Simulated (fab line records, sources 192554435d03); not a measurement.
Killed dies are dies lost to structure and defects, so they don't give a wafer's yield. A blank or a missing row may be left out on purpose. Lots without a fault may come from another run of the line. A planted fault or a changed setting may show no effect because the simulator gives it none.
Problem report in the 8D (eight disciplines) form, filled by code | flow n5_finfet | the parts of the form that need people (team, actions taken, sign-off) are left out

1. THE PROBLEM
etch_rf_on_time_s at N5_BEOL_M3_ETCH_74 reads a mean of 3.88 s on 3 wafers of 2 lots; wafers without a fault read 5.21 s with a standard deviation of 0.12. That is -11 standard deviations from the usual mean.
The step: etches underlayer in N2/H2, target depth 6.5 nm, time 5.2 s.
First seen on wafer L328.4, day 9 10:14, on rie_diel-06. The record holds 27 wafers of 9 lots with a number at this step. Rule for "out", or "out of limits": more than 4 standard deviations from the usual mean. The other wafers with a number count as sound.

2. WHAT IT IS AND WHAT IT IS NOT
question                    | is                     | is not
which readings at this step | etch_rf_on_time_s      | chamber_pressure_mTorr, drypump_motor_current_A, oes_product_au, rf_vpp_V, showerhead_plenum_p_Torr, throttle_valve_pct
which lots                  | L328, L330             | L319, L320, L321, L322, L335, L337, L338
which wafers of those lots  | L328.4, L330.4, L330.6 | L328.2, L328.5, L330.5
read on which tools         | rie_diel-06            | rie_diel-02, rie_diel-04
when                        | from day 9 10:14       | up to then (14 sound wafers); but 10 sound wafers of L330, L335, L337, L338 came after

3. SUSPECTS, AND WHAT RULES EACH OUT
Counting: a tool at a process step up to the reading stays a suspect if it ran every lot that is out. Sound lots after the first of them don't rule it out here, since some wafers of a struck lot are sound.
- rie_diel-06 at N5_BEOL_M3_ETCH_74 (etches underlayer in N2/H2, target depth 6.5 nm, time 5.2 s): kept. It ran every lot that is out, first L328 (day 9 10:14); its last sound lot up to then is L322 (day 8 05:35). Its own readings are out on those wafers: etch_rf_on_time_s.
Left after counting: rie_diel-06 at N5_BEOL_M3_ETCH_74.

4. THE CAUSE (what the simulator had put in)
Process parameter drift: rie_diel-06, from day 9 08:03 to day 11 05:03, at N5_BEOL_M3_ETCH_74. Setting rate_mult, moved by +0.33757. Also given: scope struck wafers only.
Counting left only this tool.

5. THE CHAIN OF EFFECTS, in route order
Each row: a reading whose mean over the struck wafers that have a number lies more than 3 standard deviations from the usual. Only readings for which the record gives a usual standard deviation are gone through. hours: the time from each lot's start at the first step in this table that gives one to its start at this step, as a median over the lots. sigmas: the change in usual standard deviations.
hours | step                    | reading           | usual  | on struck wafers | change | sigmas
0     | N5_BEOL_M3_ETCH_74      | etch_rf_on_time_s | 5.21 s | 3.88             | -1.33  | -11
115   | N5_PASSIVATION_PROBE_49 | sort_bin_8_speed  | 0.02 % | 0.62             | +0.60  | +4.0
The process steps in it:
- N5_BEOL_M3_ETCH_74: etches underlayer in N2/H2, target depth 6.5 nm, time 5.2 s.
- N5_PASSIVATION_PROBE_49
Later measuring or inspecting steps at which every struck wafer that the step has a row for has a number for every such reading, and none has moved that far: N5_BEOL_M4_RC_MEAS_101.

6. WHAT WOULD HAVE CAUGHT IT SOONER
In this record the first reading out of limits was taken at day 9 10:14, 2 hours after the fault began at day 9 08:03.
